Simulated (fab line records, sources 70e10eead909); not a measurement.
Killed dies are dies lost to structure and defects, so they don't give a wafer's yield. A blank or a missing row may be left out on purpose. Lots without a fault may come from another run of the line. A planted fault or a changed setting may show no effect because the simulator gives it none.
A struck lot beside a sound one | flow nand_harc | 14 steps out of a route of 1302
Sound: wafers L827.3, L827.4, L827.6. Struck: wafers L841.1, L841.4. (L841.2 of the same lot was not struck and is left out.) The cause comes at the end.
At each step with rows: each side's tool, then ch and its chambers, then its first start. Under that, the readings that differ: sound wafers | struck wafers | difference of the means | sigmas: that difference in standard deviations of wafers without a fault.
alike: readings whose means differ by less than 2 such deviations, and words and numbers that are the same on both sides. not compared: withheld readings, readings that some wafer has no value for, bounds like >300 that may hide the same value, and numbers for which the record gives no deviation and whose values overlap.
The two part at a step that has a row with sigmas, a row that says differs or no value, or rows on one side only. Numbers that don't overlap but have no deviation are shown without sigmas and don't part them. A reading that every wafer of one side lacks parts them only if that side has two wafers or more.

first, 3 steps without rows for these wafers: NHARC_A_CHANNEL_HOLE_D1_EXPOSE_07 (exposes mask HOLE D1, target cd 100 nm); NHARC_A_CHANNEL_HOLE_D1_PEB_08 (peb time 65 s); NHARC_A_CHANNEL_HOLE_D1_DEVELOP_09 (develop time 35 s).
NHARC_A_CHANNEL_HOLE_D1_CD_MEAS_10: target cd 100 nm.
  sound on cd_sem-03 ch 0, day 8 11:43; struck on cd_sem-01 ch 0, day 14 09:35
  alike: cd_nm
NHARC_A_CHANNEL_HOLE_D1_OVL_MEAS_11:
  sound on overlay-02, day 8 11:47; struck on overlay-02, day 14 09:41
  alike: overlay_x_nm, overlay_y_nm
NHARC_A_CHANNEL_HOLE_D1_INSPECT_12:
  sound on defect_inspect-01, day 8 11:50; struck on defect_inspect-01, day 14 09:43
  alike: raw_defect_count
NHARC_A_CHANNEL_HOLE_D1_DESCUM_15: chemistry O2, time 3 s.
  sound on rie_diel-05 ch 0,2, day 8 11:56; struck on rie_diel-05 ch 0,2, day 14 09:47
  alike: drypump_motor_current_A, oes_product_au, rf_vpp_V, showerhead_plenum_p_Torr, throttle_valve_pct
  not compared: rf_hours_counter_h
NHARC_A_CHANNEL_HOLE_D1_ETCH_38: etches the open film in CF4, target depth 39 nm, time 65 s.
  sound on rie_diel-05 ch 0,1,2, day 8 12:02; struck on rie_diel-05 ch 1,2, day 14 09:52
  alike: drypump_motor_current_A, oes_product_au, rf_vpp_V, showerhead_plenum_p_Torr, throttle_valve_pct
  not compared: rf_hours_counter_h
NHARC_A_CHANNEL_HOLE_D1_ETCH_39: etches the open film in N2/H2, target depth 260 nm, time 325 s.
  sound on rie_diel-05 ch 0,1,3; struck on rie_diel-05 ch 0,1
  alike: drypump_motor_current_A, oes_product_au, rf_vpp_V, showerhead_plenum_p_Torr, throttle_valve_pct
  not compared: rf_hours_counter_h
NHARC_A_CHANNEL_HOLE_D1_ETCH_34: etches the open film in CF4/CHF3, target depth 154 nm, time 77 s.
  sound on rie_diel-05 ch 0,3; struck on rie_diel-05 ch 2,3
  alike: chf3_flow_sccm, drypump_motor_current_A, oes_product_au, rf_vpp_V, showerhead_plenum_p_Torr, throttle_valve_pct
  not compared: rf_hours_counter_h
then, 1 step without rows for these wafers: NHARC_A_CHANNEL_HOLE_D1_ETCH_16 (etches the open film in O2/COS, target depth 3100 nm, time 806 s).
NHARC_A_CHANNEL_HOLE_D1_CD_MEAS_18:
  sound on cd_sem-02, day 8 13:04; struck on cd_sem-03, day 14 10:53
  alike: cd_nm
NHARC_A_CHANNEL_HOLE_D1_ETCH_19: etches the open film in C4F8/O2/Ar, time 34.5 s.
  sound on har_etch-01 ch 0,1, day 8 13:10; struck on har_etch-01 ch 1, day 14 10:58
  reading                         | sound                | struck        | difference | sigmas
  c4f8_flow_sccm (sccm)           | 28.81 28.90 28.82    | 14.42 14.35   | -14.46     | -99 or more
  showerhead_plenum_p_Torr (Torr) | 3.78 3.71 3.78       | 3.60 3.60     | -0.16      | -2
  throttle_valve_pct (%)          | 37.051 37.033 37.036 | 36.097 36.077 | -0.953     | -99 or more
  alike: drypump_motor_current_A
  not compared: rf_hours_counter_h
NHARC_A_CHANNEL_HOLE_D1_ETCH_20: etches the open film in C4F8/O2/Ar, time 361.9 s, target depth 1600 nm.
  sound on har_etch-01 ch 0,1, day 8 13:21; struck on har_etch-01 ch 1, day 14 11:05
  alike: c4f8_flow_sccm, drypump_motor_current_A, showerhead_plenum_p_Torr, throttle_valve_pct
  not compared: rf_hours_counter_h

WHERE THEY PART
Only at NHARC_A_CHANNEL_HOLE_D1_ETCH_19, within this record. Later steps at which nothing parts them and some readings are alike: NHARC_A_CHANNEL_HOLE_D1_ETCH_20.

WHY: what the simulator had put in
Process parameter drift: har_etch-01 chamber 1, from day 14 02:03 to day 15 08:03, at NHARC_A_CHANNEL_HOLE_D1_ETCH_19. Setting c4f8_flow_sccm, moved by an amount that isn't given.
